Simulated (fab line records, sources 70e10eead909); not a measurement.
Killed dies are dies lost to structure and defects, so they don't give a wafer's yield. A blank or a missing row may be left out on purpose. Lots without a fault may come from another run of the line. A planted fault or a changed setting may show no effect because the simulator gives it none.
One fault seen from 2 desks | flow nand_harc | each desk has only its own numbers; what lay behind them comes last

THE DEFECT DESK
What the inspections along the route counted, lot by lot: means of the sampled wafers that have a number. A lot is out of limits, marked OUT, if its mean lies more than 4 standard deviations from the usual mean; the brackets give that distance.
Columns: A = raw_defect_count at NHARC_P_STI_INSPECT_11, usual 7
lot  | first seen here | A
L782 | day 2 15:35     | 7
L783 | day 2 15:45     | 5
L784 | day 3 03:47     | 4
L785 | day 3 03:56     | 6
L786 | day 3 12:05     | 6
L787 | day 3 17:05     | 11
L788 | day 3 23:59     | 8
L797 | day 6 05:41     | 14
L799 | day 6 13:49     | 5
L800 | day 7 05:31     | 10
L801 | day 7 05:40     | 4
L802 | day 7 13:31     | 8
This desk's finding: nothing out of limits on any of the 12 lots.

THE METROLOGY DESK
What the gauges read, lot by lot, whatever tool the lot ran on: means of the sampled wafers that have a number. A lot is out of limits, marked OUT, if its mean lies more than 4 standard deviations from the usual mean; the brackets give that distance.
Columns: A = overlay_x_nm at NHARC_P_STI_OVL_MEAS_10, usual 1 nm; B = overlay_y_nm at NHARC_P_STI_OVL_MEAS_10, usual 2 nm
lot  | first seen here | A  | B
L782 | day 2 15:32     | 6  | -8
L783 | day 2 15:43     | 6  | 1
L784 | day 3 03:44     | 5  | 11
L785 | day 3 03:54     | -5 | -2
L786 | day 3 12:03     | -6 | -10
L787 | day 3 17:01     | 1  | 2
L788 | day 3 23:57     | 4  | -5
L797 | day 6 05:38     | 1  | 4
L799 | day 6 13:46     | 4  | -6
L800 | day 7 05:29     | 4  | -2
L801 | day 7 05:38     | 6  | 6
L802 | day 7 13:29     | -3 | -3
This desk's finding: nothing out of limits on any of the 12 lots.

PUT TOGETHER
The defect desk saw nothing out of limits.
The metrology desk saw nothing out of limits.

WHAT THE SIMULATOR HAD PUT IN
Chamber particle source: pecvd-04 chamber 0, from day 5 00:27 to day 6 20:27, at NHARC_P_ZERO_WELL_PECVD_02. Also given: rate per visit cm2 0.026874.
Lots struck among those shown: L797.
